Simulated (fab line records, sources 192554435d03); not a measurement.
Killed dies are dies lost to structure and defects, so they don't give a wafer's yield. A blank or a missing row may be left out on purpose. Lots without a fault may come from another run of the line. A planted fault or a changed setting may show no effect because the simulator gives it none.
Which tool did it? | flow n5_finfet | 24 lots, 72 wafers sampled, at 6 steps of a route of 1938

WHAT THE GAUGES READ, wafer by wafer
The record holds no reading of a measuring or inspecting step that can be judged against a usual standard deviation.

WHICH TOOL RAN EACH LOT (tool, then ch and the chambers of the sampled wafers, then the start)
lot  | N5_BEOL_M5_PECVD_70             | N5_BEOL_M5_CURE_80            | N5_BEOL_M5_ANNEAL_49         | N5_BEOL_M5_SPUTTER_83        | N5_BEOL_M5_CMP_52             | N5_BEOL_M5_PRE_CLEAN_77
L075 | pecvd-03 ch 0,1,2, day 8 02:29  | uv_cure-02 ch 1, day 8 07:29  | pvd_sputter-01, day 8 08:43  | pvd_sputter-01, day 8 10:49  | cmp-03 ch 0,1, day 8 13:29    | cvd_co-01 ch 0,1,2, day 8 13:49
L076 | pecvd-04 ch 0,1, day 8 09:21    | uv_cure-03 ch 0, day 8 13:36  | pvd_sputter-03, day 8 14:35  | pvd_sputter-03, day 8 16:41  | cmp-01 ch 0,1,2, day 8 19:26  | cvd_co-02 ch 0,2, day 8 19:42
L074 | pecvd-03 ch 0,1,2, day 8 09:41  | uv_cure-03 ch 1, day 8 13:21  | pvd_sputter-02, day 8 14:18  | pvd_sputter-02, day 8 16:23  | cmp-02 ch 0,2,3, day 8 19:13  | cvd_co-01 ch 0,1,2, day 8 19:29
L077 | pecvd-04 ch 0,2, day 8 20:55    | uv_cure-01 ch 0, day 9 00:13  | pvd_sputter-02, day 9 01:47  | pvd_sputter-02, day 9 03:52  | cmp-03 ch 0,1,2, day 9 06:32  | cvd_co-02 ch 0,2, day 9 06:52
L078 | pecvd-04 ch 1,2, day 9 02:16    | uv_cure-03 ch 1, day 9 06:37  | pvd_sputter-02, day 9 07:44  | pvd_sputter-02, day 9 09:49  | cmp-03 ch 1,3, day 9 12:29    | cvd_co-01 ch 0,1, day 9 12:50
L079 | pecvd-04 ch 0,1, day 9 02:40    | uv_cure-02 ch 0, day 9 06:38  | pvd_sputter-01, day 9 07:47  | pvd_sputter-01, day 9 09:53  | cmp-01 ch 1,2,3, day 9 12:50  | cvd_co-01 ch 0,2, day 9 13:05
L080 | pecvd-03 ch 0,1,2, day 9 05:46  | uv_cure-02 ch 0, day 9 11:02  | pvd_sputter-03, day 9 12:54  | pvd_sputter-03, day 9 15:16  | cmp-03 ch 2,3, day 9 19:15    | cvd_co-02 ch 0,1, day 9 19:33
L081 | pecvd-02 ch 0,1, day 9 22:55    | uv_cure-02 ch 1, day 10 01:56 | pvd_sputter-03, day 10 02:59 | pvd_sputter-03, day 10 05:04 | cmp-01 ch 0,2, day 10 07:47   | cvd_co-01 ch 0,1, day 10 08:05
L082 | pecvd-02 ch 0,1,2, day 10 01:36 | uv_cure-02 ch 0, day 10 06:19 | pvd_sputter-01, day 10 07:37 | pvd_sputter-01, day 10 09:42 | cmp-01 ch 0,2,3, day 10 12:27 | cvd_co-02 ch 0,1,2, day 10 12:43
L083 | pecvd-02 ch 0,1, day 10 05:01   | uv_cure-02 ch 2, day 10 10:17 | pvd_sputter-03, day 10 11:24 | pvd_sputter-03, day 10 15:36 | cmp-02 ch 0,2,3, day 10 18:37 | cvd_co-01 ch 0,1, day 10 18:55
L084 | pecvd-02 ch 0,1, day 10 12:33   | uv_cure-02 ch 1, day 10 18:35 | pvd_sputter-02, day 10 21:27 | pvd_sputter-02, day 10 23:32 | cmp-03 ch 0,1,2, day 11 02:16 | cvd_co-01 ch 0,2, day 11 02:33
L085 | pecvd-03 ch 0,1,2, day 10 22:59 | uv_cure-01 ch 0, day 11 01:55 | pvd_sputter-02, day 11 03:08 | pvd_sputter-02, day 11 05:25 | cmp-01 ch 1,2, day 11 08:11   | cvd_co-02 ch 1,2, day 11 08:31
L086 | pecvd-02 ch 0,1,2, day 11 00:50 | uv_cure-02 ch 1, day 11 06:22 | pvd_sputter-02, day 11 08:23 | pvd_sputter-02, day 11 10:29 | cmp-03 ch 0,1,2, day 11 13:14 | cvd_co-01 ch 0,1,2, day 11 13:29
L088 | pecvd-03 ch 0,1,2, day 11 09:04 | uv_cure-03 ch 0, day 11 12:16 | pvd_sputter-03, day 11 13:28 | pvd_sputter-03, day 11 15:34 | cmp-02 ch 0,1,3, day 11 18:14 | cvd_co-02 ch 1,2, day 11 18:37
L089 | pecvd-02 ch 0,1,2, day 11 11:29 | uv_cure-03 ch 1, day 11 15:35 | pvd_sputter-02, day 11 16:34 | pvd_sputter-02, day 11 18:40 | cmp-01 ch 0,1,3, day 11 21:23 | cvd_co-02 ch 0,1,2, day 11 21:40
L087 | pecvd-03 ch 0,1, day 11 14:40   | uv_cure-02 ch 0, day 11 18:22 | pvd_sputter-01, day 11 20:08 | pvd_sputter-01, day 11 22:14 | cmp-03 ch 0,1,2, day 12 01:10 | cvd_co-01 ch 0,1,2, day 12 01:25
L090 | pecvd-03 ch 0,2, day 11 18:39   | uv_cure-01 ch 1, day 11 21:32 | pvd_sputter-02, day 11 22:55 | pvd_sputter-02, day 12 01:01 | cmp-02 ch 0,1,3, day 12 03:42 | cvd_co-01 ch 1,2, day 12 04:02
L091 | pecvd-04 ch 0,2, day 11 23:13   | uv_cure-03 ch 0, day 12 03:02 | pvd_sputter-01, day 12 04:44 | pvd_sputter-01, day 12 06:49 | cmp-01 ch 2,3, day 12 09:31   | cvd_co-01 ch 0,1, day 12 09:50
L093 | pecvd-02 ch 0,2, day 13 10:13   | uv_cure-01 ch 0, day 13 13:26 | pvd_sputter-02, day 13 15:03 | pvd_sputter-02, day 13 17:08 | cmp-01 ch 0,1,3, day 13 19:53 | cvd_co-01 ch 0,2, day 13 20:09
L092 | pecvd-03 ch 1,2, day 13 10:55   | uv_cure-03 ch 0, day 13 14:17 | pvd_sputter-03, day 13 15:31 | pvd_sputter-03, day 13 17:37 | cmp-01 ch 0,1,3, day 13 20:22 | cvd_co-02 ch 0,1,2, day 13 20:39
L097 | pecvd-03 ch 0,1, day 13 13:31   | uv_cure-01 ch 2, day 13 16:56 | pvd_sputter-01, day 13 18:59 | pvd_sputter-01, day 13 21:04 | cmp-03 ch 0,1,2, day 13 23:49 | cvd_co-02 ch 0,1, day 14 00:05
L094 | pecvd-02 ch 0,1, day 13 13:47   | uv_cure-02 ch 0, day 13 17:14 | pvd_sputter-02, day 13 19:33 | pvd_sputter-02, day 13 21:39 | cmp-03 ch 0,1,3, day 14 00:26 | cvd_co-01 ch 0,1, day 14 00:46
L095 | pecvd-03 ch 0,1,2, day 13 16:16 | uv_cure-02 ch 0, day 13 21:12 | pvd_sputter-03, day 13 22:52 | pvd_sputter-03, day 14 00:58 | cmp-03 ch 0,2,3, day 14 03:43 | cvd_co-02 ch 0,1, day 14 03:58
L096 | pecvd-02 ch 0,1, day 14 11:58   | uv_cure-02 ch 0, day 14 14:29 | pvd_sputter-03, day 14 16:09 | pvd_sputter-03, day 14 18:14 | cmp-02 ch 0,1,2, day 14 21:01 | cvd_co-02 ch 0,1,2, day 14 21:19
- N5_BEOL_M5_PECVD_70: deposits SiO2 from TEOS/O2, target thk 16 nm, time 18 s.
- N5_BEOL_M5_CURE_80: cures SiCOH lowk, time 120 s.
- N5_BEOL_M5_ANNEAL_49: time 1800 s.
- N5_BEOL_M5_SPUTTER_83: material Cu, target thk 15 nm, time 27.62 s.
- N5_BEOL_M5_CMP_52: polishes, stops on SiCOH lowk, t overpolish 6.9 s, target thk 62 nm.
- N5_BEOL_M5_PRE_CLEAN_77: time 15 s.

WHAT THE TOOLS THEMSELVES READ (means of the sampled wafers that have a number; where no wafer has one, the mark that the record gives instead)
N5_BEOL_M5_PECVD_70. Usual: heater_power_w 687 W, standard deviation 85; showerhead_plenum_p_Torr 8.79 Torr, standard deviation 0.054; throttle_valve_pct 22.8 %, standard deviation 1.5.
lot  | tool     | heater_power_w (W) | showerhead_plenum_p_Torr (Torr) | throttle_valve_pct (%) | flag
L075 | pecvd-03 | 707                | 8.77                            | 23.0                   |
L076 | pecvd-04 | 636                | 8.72                            | 21.4                   |
L074 | pecvd-03 | 668                | 8.78                            | 22.9                   |
L077 | pecvd-04 | 624                | 8.85                            | 23.0                   |
L078 | pecvd-04 | 657                | 8.78                            | 23.2                   |
L079 | pecvd-04 | 588                | 8.73                            | 21.4                   |
L080 | pecvd-03 | 722                | 8.78                            | 22.9                   |
L081 | pecvd-02 | 741                | 8.84                            | 23.8                   |
L082 | pecvd-02 | 694                | 8.79                            | 23.2                   |
L083 | pecvd-02 | 761                | 8.85                            | 23.9                   |
L084 | pecvd-02 | 644                | 8.84                            | 23.8                   |
L085 | pecvd-03 | 687                | 8.78                            | 22.9                   |
L086 | pecvd-02 | 680                | 8.81                            | 23.1                   |
L088 | pecvd-03 | 722                | 8.78                            | 23.1                   |
L089 | pecvd-02 | 689                | 8.81                            | 23.2                   |
L087 | pecvd-03 | 727                | 8.81                            | 24.2                   |
L090 | pecvd-03 | 636                | 8.77                            | 22.2                   |
L091 | pecvd-04 | 636                | 8.81                            | 21.0                   |
L093 | pecvd-02 | 788                | 8.83                            | 22.8                   |
L092 | pecvd-03 | 705                | 8.76                            | 22.6                   |
L097 | pecvd-03 | 658                | 8.80                            | 23.4                   |
L094 | pecvd-02 | 717                | 8.78                            | 24.2                   |
L095 | pecvd-03 | 691                | 8.76                            | 22.9                   |
L096 | pecvd-02 | 691                | 8.85                            | 23.7                   |

N5_BEOL_M5_CURE_80. Usual: lamp_power_pct 52.32 %, standard deviation 0.057; wafer_temp_C_max 371.9, standard deviation 0.55.
lot  | tool       | lamp_power_pct (%) | wafer_temp_C_max | flag
L075 | uv_cure-02 | 52.36              | 372.2            |
L076 | uv_cure-03 | 52.28              | 372.6            |
L074 | uv_cure-03 | 52.31              | 371.7            |
L077 | uv_cure-01 | 52.28              | 370.9            |
L078 | uv_cure-03 | 52.25              | 371.8            |
L079 | uv_cure-02 | 52.33              | 371.4            |
L080 | uv_cure-02 | 52.32              | 372.1            |
L081 | uv_cure-02 | 52.28              | 371.8            |
L082 | uv_cure-02 | 52.35              | 371.7            |
L083 | uv_cure-02 | 52.28              | 372.9            |
L084 | uv_cure-02 | 52.30              | 372.1            |
L085 | uv_cure-01 | 52.33              | 370.9            |
L086 | uv_cure-02 | 52.28              | 372.1            |
L088 | uv_cure-03 | 52.28              | 372.3            |
L089 | uv_cure-03 | 52.30              | 371.7            |
L087 | uv_cure-02 | 52.33              | 371.4            |
L090 | uv_cure-01 | 52.34              | 372.0            |
L091 | uv_cure-03 | 52.31              | 372.3            |
L093 | uv_cure-01 | 52.33              | 371.2            |
L092 | uv_cure-03 | 52.32              | 372.1            |
L097 | uv_cure-01 | 52.31              | 371.4            |
L094 | uv_cure-02 | 52.33              | 371.8            |
L095 | uv_cure-02 | 52.34              | 372.0            |
L096 | uv_cure-02 | 52.32              | 371.6            |

N5_BEOL_M5_ANNEAL_49. Usual: heater_power_w 855 W, standard deviation 70.
lot  | tool           | heater_power_w (W) | flag
L075 | pvd_sputter-01 | 925                |
L076 | pvd_sputter-03 | 845                |
L074 | pvd_sputter-02 | 794                |
L077 | pvd_sputter-02 | 817                |
L078 | pvd_sputter-02 | 860                |
L079 | pvd_sputter-01 | 920                |
L080 | pvd_sputter-03 | 804                |
L081 | pvd_sputter-03 | 826                |
L082 | pvd_sputter-01 | 870                |
L083 | pvd_sputter-03 | 855                |
L084 | pvd_sputter-02 | 823                |
L085 | pvd_sputter-02 | 801                |
L086 | pvd_sputter-02 | 874                |
L088 | pvd_sputter-03 | 824                |
L089 | pvd_sputter-02 | 835                |
L087 | pvd_sputter-01 | 857                |
L090 | pvd_sputter-02 | 803                |
L091 | pvd_sputter-01 | 900                |
L093 | pvd_sputter-02 | 843                |
L092 | pvd_sputter-03 | 807                |
L097 | pvd_sputter-01 | 900                |
L094 | pvd_sputter-02 | 829                |
L095 | pvd_sputter-03 | 833                |
L096 | pvd_sputter-03 | 809                |

N5_BEOL_M5_SPUTTER_83. Usual: chuck_gas_flow_sccm 1.26 sccm, standard deviation 0.053; substrate_temp_c -19.99 C, standard deviation 0.1; throttle_valve_pct 30.3 %, standard deviation 1.1.
lot  | tool           | chuck_gas_flow_sccm (sccm) | substrate_temp_c (C) | throttle_valve_pct (%) | flag
L075 | pvd_sputter-01 | 1.27                       | -19.97               | 29.5                   |
L076 | pvd_sputter-03 | 1.27                       | -20.00               | 29.8                   |
L074 | pvd_sputter-02 | 1.27                       | -19.95               | 31.1                   |
L077 | pvd_sputter-02 | 1.29                       | -19.86               | 31.0                   |
L078 | pvd_sputter-02 | 1.21                       | -20.02               | 30.4                   |
L079 | pvd_sputter-01 | 1.28                       | -20.07               | 29.5                   |
L080 | pvd_sputter-03 | 1.21                       | -20.03               | 30.1                   |
L081 | pvd_sputter-03 | 1.23                       | -20.09               | 29.9                   |
L082 | pvd_sputter-01 | 1.26                       | -20.07               | 29.2                   |
L083 | pvd_sputter-03 | 1.28                       | -19.98               | 30.8                   |
L084 | pvd_sputter-02 | 1.26                       | -19.99               | 30.0                   |
L085 | pvd_sputter-02 | 1.31                       | -20.11               | 31.0                   |
L086 | pvd_sputter-02 | 1.32                       | -19.96               | 31.2                   |
L088 | pvd_sputter-03 | 1.27                       | -20.05               | 30.1                   |
L089 | pvd_sputter-02 | 1.28                       | -19.92               | 30.6                   |
L087 | pvd_sputter-01 | 1.26                       | -19.91               | 29.9                   |
L090 | pvd_sputter-02 | 1.32                       | -19.87               | 30.5                   |
L091 | pvd_sputter-01 | 1.25                       | -19.95               | 30.3                   |
L093 | pvd_sputter-02 | 1.26                       | -20.01               | 31.2                   |
L092 | pvd_sputter-03 | 1.21                       | -19.97               | 29.9                   |
L097 | pvd_sputter-01 | 1.21                       | -19.97               | 29.6                   |
L094 | pvd_sputter-02 | 1.24                       | -19.98               | 30.6                   |
L095 | pvd_sputter-03 | 1.17                       | -19.98               | 29.9                   |
L096 | pvd_sputter-03 | 1.24                       | -20.04               | 30.7                   |

N5_BEOL_M5_CMP_52. Usual: barrier_field_endpoint_s 24.6 s, standard deviation 0.62; motor_current_A 6.6 A, standard deviation 0.6; overpolish_run_s 6.901 s, standard deviation 0.0087; time_to_endpoint_s 63 s, standard deviation 3.3.
lot  | tool   | barrier_field_endpoint_s (s) | motor_current_A (A) | overpolish_run_s (s) | time_to_endpoint_s (s) | flag
L075 | cmp-03 | 24.8                         | 6.8                 | 6.898                | 64                     |
L076 | cmp-01 | 24.7                         | 6.2                 | 6.898                | 60                     |
L074 | cmp-02 | 23.9                         | 6.1                 | 6.908                | 63                     |
L077 | cmp-03 | 25.0                         | 7.2                 | 6.902                | 66                     |
L078 | cmp-03 | 25.2                         | 6.9                 | 6.906                | 64                     |
L079 | cmp-01 | 23.8                         | 6.6                 | 6.898                | 60                     |
L080 | cmp-03 | 25.0                         | 7.2                 | 6.901                | 66                     |
L081 | cmp-01 | 24.3                         | 6.2                 | 6.897                | 64                     |
L082 | cmp-01 | 24.6                         | 6.4                 | 6.895                | 65                     |
L083 | cmp-02 | 24.4                         | 6.1                 | 6.902                | 63                     |
L084 | cmp-03 | 24.6                         | 6.9                 | 6.901                | 66                     |
L085 | cmp-01 | 24.6                         | 6.4                 | 6.905                | 63                     |
L086 | cmp-03 | 25.6                         | 7.0                 | 6.902                | 68                     |
L088 | cmp-02 | 24.2                         | 6.0                 | 6.898                | 61                     |
L089 | cmp-01 | 24.3                         | 6.4                 | 6.902                | 64                     |
L087 | cmp-03 | 25.1                         | 7.2                 | 6.898                | 67                     |
L090 | cmp-02 | 23.8                         | 5.7                 | 6.895                | 57                     |
L091 | cmp-01 | 25.3                         | 6.8                 | 6.901                | 65                     |
L093 | cmp-01 | 23.9                         | 6.5                 | 6.910                | 60                     |
L092 | cmp-01 | 24.4                         | 6.2                 | 6.901                | 64                     |
L097 | cmp-03 | 24.4                         | 6.9                 | 6.894                | 63                     |
L094 | cmp-03 | 24.1                         | 7.1                 | 6.900                | 63                     |
L095 | cmp-03 | 24.9                         | 7.4                 | 6.901                | 66                     |
L096 | cmp-02 | 25.1                         | 6.2                 | 6.895                | 65                     |

N5_BEOL_M5_PRE_CLEAN_77. Usual: heater_power_w 83 W, standard deviation 12.
lot  | tool      | heater_power_w (W) | flag
L075 | cvd_co-01 | 84                 |
L076 | cvd_co-02 | 71                 |
L074 | cvd_co-01 | 84                 |
L077 | cvd_co-02 | 70                 |
L078 | cvd_co-01 | 82                 |
L079 | cvd_co-01 | 88                 |
L080 | cvd_co-02 | 94                 |
L081 | cvd_co-01 | 82                 |
L082 | cvd_co-02 | 82                 |
L083 | cvd_co-01 | 83                 |
L084 | cvd_co-01 | 87                 |
L085 | cvd_co-02 | 84                 |
L086 | cvd_co-01 | 84                 |
L088 | cvd_co-02 | 70                 |
L089 | cvd_co-02 | 83                 |
L087 | cvd_co-01 | 84                 |
L090 | cvd_co-01 | 86                 |
L091 | cvd_co-01 | 81                 |
L093 | cvd_co-01 | 88                 |
L092 | cvd_co-02 | 83                 |
L097 | cvd_co-02 | 94                 |
L094 | cvd_co-01 | 83                 |
L095 | cvd_co-02 | 94                 |
L096 | cvd_co-02 | 83                 |

THE ANSWER, worked out from the rows above alone
Rule: a lot is off if the mean of its wafers that have a number lies more than 3 standard deviations from the usual mean. A lot without any number at a reading at which 4 lots or more have one is off too. The other lots that the step has rows for count as sound. The gauges are gone through in route order, then the tools' own readings, and for those a lot's mean is taken as printed above. The first step at which some lot is off is used, and at that step the reading that is off furthest; a lot without a number counts as furthest.
No lot is off at any reading shown: from this, nothing can be told.

WHAT THE SIMULATOR HAD PUT IN
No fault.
